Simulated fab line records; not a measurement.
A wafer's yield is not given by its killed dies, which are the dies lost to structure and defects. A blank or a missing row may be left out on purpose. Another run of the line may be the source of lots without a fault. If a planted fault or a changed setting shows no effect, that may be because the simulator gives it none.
Lot-split experiment | flow n5-finfet | 21 wafers read from 7 lots, route of 1938 steps

THE SPLIT
At N5_PASSIVATION_PASS_ETCH_47 (etches SiNx in CF4/O2, target depth 770 nm, time 385 s), the setting time-s was moved away from the recipe's 385 s on 9 of the 21 wafers read, by -19.2% to +18.5%. For the rest of the wafers, this setting stayed at what the recipe calls for.

The reading is taken at the split's own step.

THE READING
etch.depth-nm (the simulator's own value, which no gauge read), in nm, at N5_PASSIVATION_PASS_ETCH_47 (etches SiNx in CF4/O2, target depth 770 nm, time 385 s). The file does not state a usual value for it. Here, 12 wafers ran the recipe; their average is 775.7 nm with a standard deviation of 17 nm.

wafer  | tool, chamber at the split | time-s as run, s | against the recipe | etch.depth-nm, nm | against lot-mates on the recipe
L074.1 | rie-diel-01, 0             | 385              | recipe             | 777.1             | -
L074.4 | rie-diel-01, 3             | 433.5            | +12.6%             | 903.7             | +126.6
L074.5 | rie-diel-01, 3             | 433.5            | +12.6%             | 906.5             | +129.4
L078.3 | rie-diel-06, 0             | 385              | recipe             | 783.6             | -
L078.4 | rie-diel-06, 1             | 311.1            | -19.2%             | 642.3             | -141.3
L078.6 | rie-diel-06, 2             | 311.1            | -19.2%             | 622.3             | -161.3
L082.3 | rie-diel-06, 3             | 385              | recipe             | 777.6             | -
L082.4 | rie-diel-06, 1             | 431.1            | +12.0%             | 892.6             | +116.9
L082.5 | rie-diel-06, 3             | 385              | recipe             | 773.7             | -
L086.2 | rie-diel-04, 2             | 333.3            | -13.4%             | 645.8             | -129.6
L086.4 | rie-diel-04, 1             | 333.3            | -13.4%             | 636               | -139.4
L086.5 | rie-diel-04, 0             | 385              | recipe             | 775.4             | -
L087.4 | rie-diel-06, 1             | 385              | recipe             | 794.4             | -
L087.5 | rie-diel-06, 3             | 385              | recipe             | 780.2             | -
L087.6 | rie-diel-06, 2             | 385              | recipe             | 777.6             | -
L095.3 | rie-diel-04, 3             | 456.3            | +18.5%             | 954.9             | +150.2
L095.5 | rie-diel-04, 0             | 456.3            | +18.5%             | 910.8             | +106.1
L095.6 | rie-diel-04, 3             | 385              | recipe             | 804.7             | -
L093.1 | rie-diel-04, 1             | 385              | recipe             | 744.4             | -
L093.3 | rie-diel-04, 0             | 385              | recipe             | 777.3             | -
L093.5 | rie-diel-04, 1             | 385              | recipe             | 742.9             | -

THE FIT
A straight line over all 21 wafers: etch.depth-nm changes by +8.73 nm for each +1% of time-s; r = +0.98; the points scatter about the line by 19 nm.
The same after taking each lot's own level away (the mean of its wafers on the recipe; 21 wafers): +8.38 nm for each +1%; r = +0.98; scatter 18 nm.
On that fit, the largest move of time-s shifts the reading by 1.6e+02 nm.
The lots' own levels span 754.87 to 804.70 nm, that is 3.0 times the standard deviation above.
So the lot-to-lot level changes the slope little: the two slopes agree.
Check: -167 nm against its lot-mates is what the line predicts for one of the wafers moved furthest among these (-19.2%) when that wafer is left out of the fit. It came out at -141 nm against them.

THE OTHER SPLITS THESE WAFERS WENT THROUGH
Note: prior to the reading, these wafers also went through further splits. Each is held against what the fit with the lots' levels taken away leaves over:
other split on the same wafers        | wafers away from the commonest value | r with etch.depth-nm (lot level and that fit taken away)
N5_BEOL_M14_DEVELOP_27 develop-time-s | 6                                    | +0.16
N5_BEOL_M15_EXPOSE_25 dose-mj         | 6                                    | +0.03
N5_MIM_BOT_SPUTTER_00 time-s          | 8                                    | +0.18

THE FILE'S OWN FIT
etch.depth-nm changes by +8.46 nm for each +1% of time-s, r = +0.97.
